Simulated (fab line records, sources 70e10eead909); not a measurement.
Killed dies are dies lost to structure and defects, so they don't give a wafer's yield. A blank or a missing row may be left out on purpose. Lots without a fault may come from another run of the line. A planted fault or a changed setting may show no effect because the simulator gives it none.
Problem report in the 8D (eight disciplines) form, filled by code | flow nand_harc | the parts of the form that need people (team, actions taken, sign-off) are left out

1. THE PROBLEM
run_length_s at NHARC_A_STAIRCASE_ETCH_453 reads a mean of 39.8 s on 4 wafers of 2 lots; wafers without a fault read 37.6 s with a standard deviation of 0.48. That is +4.6 standard deviations from the usual mean.
The step: etches the open film in CF4/O2, target depth 30 nm, overetch 3 nm, time 16.5 s.
First seen on wafer L303.1, day 24 07:20, on rie_diel-02. The record holds 34 wafers of 12 lots with a number at this step. Rule for "out", or "out of limits": more than 4 standard deviations from the usual mean. The other wafers with a number count as sound.

2. WHAT IT IS AND WHAT IT IS NOT
question                    | is                     | is not
which readings at this step | run_length_s           | drypump_motor_current_A, oes_ar_750_au, oes_product_au, showerhead_plenum_p_Torr, throttle_valve_pct
which lots                  | L303, L304             | L285, L286, L287, L288, L292, L294, L295, L296, L306, L308
which wafers of those lots  | all that have a number | -
read on which tools         | rie_diel-02            | rie_diel-10, rie_diel-11
when                        | from day 24 07:20      | up to then (24 sound wafers); but 6 sound wafers of L306, L308 came after

3. SUSPECTS, AND WHAT RULES EACH OUT
Counting: a tool at a process step up to the reading stays a suspect if it ran every lot that is out and no sound lot after the first of them.
- rie_diel-02 at NHARC_A_STAIRCASE_ETCH_453 (etches the open film in CF4/O2, target depth 30 nm, overetch 3 nm, time 16.5 s): kept. It ran every lot that is out, first L303 (day 24 07:20), and no sound lot after that; its last sound lot up to then is L295 (day 21 07:46). Its own readings are out on those wafers: run_length_s.
Left after counting: rie_diel-02 at NHARC_A_STAIRCASE_ETCH_453.

4. THE CAUSE (what the simulator had put in)
Process parameter drift: rie_diel-02, from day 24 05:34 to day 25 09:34, at NHARC_A_STAIRCASE_ETCH_453. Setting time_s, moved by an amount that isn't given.
Counting left only this tool.

5. THE CHAIN OF EFFECTS, in route order
Each row: a reading whose mean over the struck wafers that have a number lies more than 3 standard deviations from the usual. Only readings for which the record gives a usual standard deviation are gone through. hours: the time from each lot's start at the first step in this table that gives one to its start at this step, as a median over the lots. sigmas: the change in usual standard deviations.
hours | step                       | reading      | usual  | on struck wafers | change | sigmas
0     | NHARC_A_STAIRCASE_ETCH_453 | run_length_s | 37.6 s | 39.8             | +2.2   | +4.6
The process steps in it:
- NHARC_A_STAIRCASE_ETCH_453: etches the open film in CF4/O2, target depth 30 nm, overetch 3 nm, time 16.5 s.

6. WHAT WOULD HAVE CAUGHT IT SOONER
In this record the first reading out of limits was taken at day 24 07:20, 2 hours after the fault began at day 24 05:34.
